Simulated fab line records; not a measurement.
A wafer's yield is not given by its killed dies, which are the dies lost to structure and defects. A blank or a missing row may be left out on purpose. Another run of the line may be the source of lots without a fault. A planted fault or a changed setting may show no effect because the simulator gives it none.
Matching of chambers || flow n5_finfet || 4 sister chambers for N5_DUMMY_GATE_TRIM_49 on rie_si-01
The step chemistry O2, time 29 s, target cd 14 nm. 8 wafers are shown with their chamber, then 12 later ones without.

## EACH WAFER AND ITS CHAMBER
{"wafer": "L088.5", "chamber": 0, "drypump_motor_current_A (A)": 5.7, "throttle_valve_pct (%)": 8.37}
{"wafer": "L089.3", "chamber": 0, "drypump_motor_current_A (A)": 5.6, "throttle_valve_pct (%)": 8.37}
{"wafer": "L091.2", "chamber": 2, "drypump_motor_current_A (A)": 5.5, "throttle_valve_pct (%)": 7.94}
{"wafer": "L091.4", "chamber": 3, "drypump_motor_current_A (A)": 6.5, "throttle_valve_pct (%)": 8.29}
{"wafer": "L091.5", "chamber": 1, "drypump_motor_current_A (A)": 5.8, "throttle_valve_pct (%)": 8.33}
{"wafer": "L092.1", "chamber": 3, "drypump_motor_current_A (A)": 6.5, "throttle_valve_pct (%)": 8.30}
{"wafer": "L092.4", "chamber": 1, "drypump_motor_current_A (A)": 5.8, "throttle_valve_pct (%)": 8.31}
{"wafer": "L092.6", "chamber": 2, "drypump_motor_current_A (A)": 5.5, "throttle_valve_pct (%)": 7.95}

## WAFERS WITH NO CHAMBER GIVEN
{"wafer": "L093.1", "drypump_motor_current_A (A)": 5.8, "throttle_valve_pct (%)": 8.33}
{"wafer": "L093.3", "drypump_motor_current_A (A)": 6.5, "throttle_valve_pct (%)": 8.29}
{"wafer": "L093.5", "drypump_motor_current_A (A)": 5.6, "throttle_valve_pct (%)": 8.36}
{"wafer": "L094.1", "drypump_motor_current_A (A)": 6.5, "throttle_valve_pct (%)": 8.31}
{"wafer": "L094.2", "drypump_motor_current_A (A)": 5.5, "throttle_valve_pct (%)": 7.94}
{"wafer": "L094.5", "drypump_motor_current_A (A)": 5.6, "throttle_valve_pct (%)": 8.36}
{"wafer": "L096.2", "drypump_motor_current_A (A)": 6.5, "throttle_valve_pct (%)": 8.28}
{"wafer": "L096.4", "drypump_motor_current_A (A)": 5.5, "throttle_valve_pct (%)": 7.95}
{"wafer": "L096.6", "drypump_motor_current_A (A)": 5.6, "throttle_valve_pct (%)": 8.35}
{"wafer": "L097.2", "drypump_motor_current_A (A)": 6.5, "throttle_valve_pct (%)": 8.29}
{"wafer": "L097.3", "drypump_motor_current_A (A)": 5.5, "throttle_valve_pct (%)": 7.94}
{"wafer": "L097.6", "drypump_motor_current_A (A)": 5.6, "throttle_valve_pct (%)": 8.35}

## CHAMBER TAKEN BY EACH
{"wafer": "L093.1", "from the rows above": 1, "in truth": 1}
{"wafer": "L093.3", "from the rows above": 3, "in truth": 3}
{"wafer": "L093.5", "from the rows above": 0, "in truth": 0}
{"wafer": "L094.1", "from the rows above": 3, "in truth": 3}
{"wafer": "L094.2", "from the rows above": 2, "in truth": 2}
{"wafer": "L094.5", "from the rows above": 0, "in truth": 0}
{"wafer": "L096.2", "from the rows above": 3, "in truth": 3}
{"wafer": "L096.4", "from the rows above": 2, "in truth": 2}
{"wafer": "L096.6", "from the rows above": 0, "in truth": 0}
{"wafer": "L097.2", "from the rows above": 3, "in truth": 3}
{"wafer": "L097.3", "from the rows above": 2, "in truth": 2}
{"wafer": "L097.6", "from the rows above": 0, "in truth": 0}
12 of 12 placed correctly. Not placeable from these rows: 0. Number placed wrongly: 0.
How it was worked out, from the rows above alone: a wafer's distance from a chamber is the root of the sum, over the readings, of the square of ((its reading less the chamber's mean) divided by the reading's scatter). The wafer belongs to the nearest chamber; if the next one is less than 2 further off, it can't be placed. Each chamber's mean is taken over the wafers shown for it. The scatter: take each reading less its chamber's mean, square it, sum over the shown wafers, divide by the number of wafers less the number of chambers, and take the root.
